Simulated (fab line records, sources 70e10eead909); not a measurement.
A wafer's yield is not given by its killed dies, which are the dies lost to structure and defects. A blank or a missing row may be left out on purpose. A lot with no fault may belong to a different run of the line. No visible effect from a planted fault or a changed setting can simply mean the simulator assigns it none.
Matching of chambers ; flow nand-harc ; NHARC_A_M0_CMP_23 on cmp-01: 4 sister chambers
The step polishes, t overpolish 20 s, target thk 113.75 nm. 18 wafers are shown with their chamber, then 9 later ones without.

## WAFERS WITH THEIR CHAMBER
wafer;chamber;motor-current-A (A);time-to-endpoint-s (s)
L080.3;3;11.1;29.3
L080.4;2;11.4;27.8
L080.5;0;11.6;26.3
L082.1;0;12.4;24.6
L082.5;1;12.5;24.2
L082.6;0;12.4;25.4
L086.1;0;12.4;24.1
L086.2;1;12.8;25.1
L086.4;2;11.5;26.5
L088.1;3;11.5;28.0
L088.3;1;12.7;24.5
L088.4;0;12.2;25.7
L091.1;0;12.7;24.3
L091.2;1;11.9;25.7
L091.3;3;11.2;27.3
L092.1;1;12.6;21.6
L092.4;2;11.9;26.3
L092.5;3;11.0;26.2

SIGNATURES, as means of the wafers listed above
reading;chamber 0;chamber 1;chamber 2;chamber 3;scatter within a chamber
motor-current-A;12.283;12.500;11.600;11.200;0.324
time-to-endpoint-s;25.067;24.220;26.867;27.700;1.2
Rule: for a wafer and a chamber, the distance is found by dividing, reading by reading, the gap between the wafer's reading and the chamber's mean by the reading's scatter, squaring, summing and taking the root. If the next closest chamber is less than 2 further off than the closest, the wafer can't be placed; otherwise it belongs to the closest. The scatter: the root of (the sum of the squares of (reading less its chamber's mean) over the shown wafers, divided by (wafers less chambers)).

## WAFERS MISSING THEIR CHAMBER
wafer;motor-current-A (A);time-to-endpoint-s (s)
L094.1;13.1;26.4
L094.2;12.1;27.6
L094.3;11.6;26.9
L094.4;11.0;28.3
L094.5;10.9;28.1
L094.6;12.3;25.4
L097.1;11.0;28.9
L097.4;12.1;25.7
L097.5;13.0;24.8

## EACH ONE'S CHAMBER
wafer;from the rows above;in truth
L094.1;can't be placed: 1 or 0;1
L094.2;can't be placed: 2 or 0 or 3 or 1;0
L094.3;can't be placed: 2 or 3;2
L094.4;can't be placed: 3 or 2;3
L094.5;can't be placed: 3 or 2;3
L094.6;can't be placed: 0 or 1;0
L097.1;can't be placed: 3 or 2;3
L097.4;can't be placed: 0 or 1 or 2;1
L097.5;can't be placed: 1 or 0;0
0 of 9 placed correctly. Can't be placed from these rows: 9 (the true chamber is among the candidates in 9). Placed wrongly: 0.
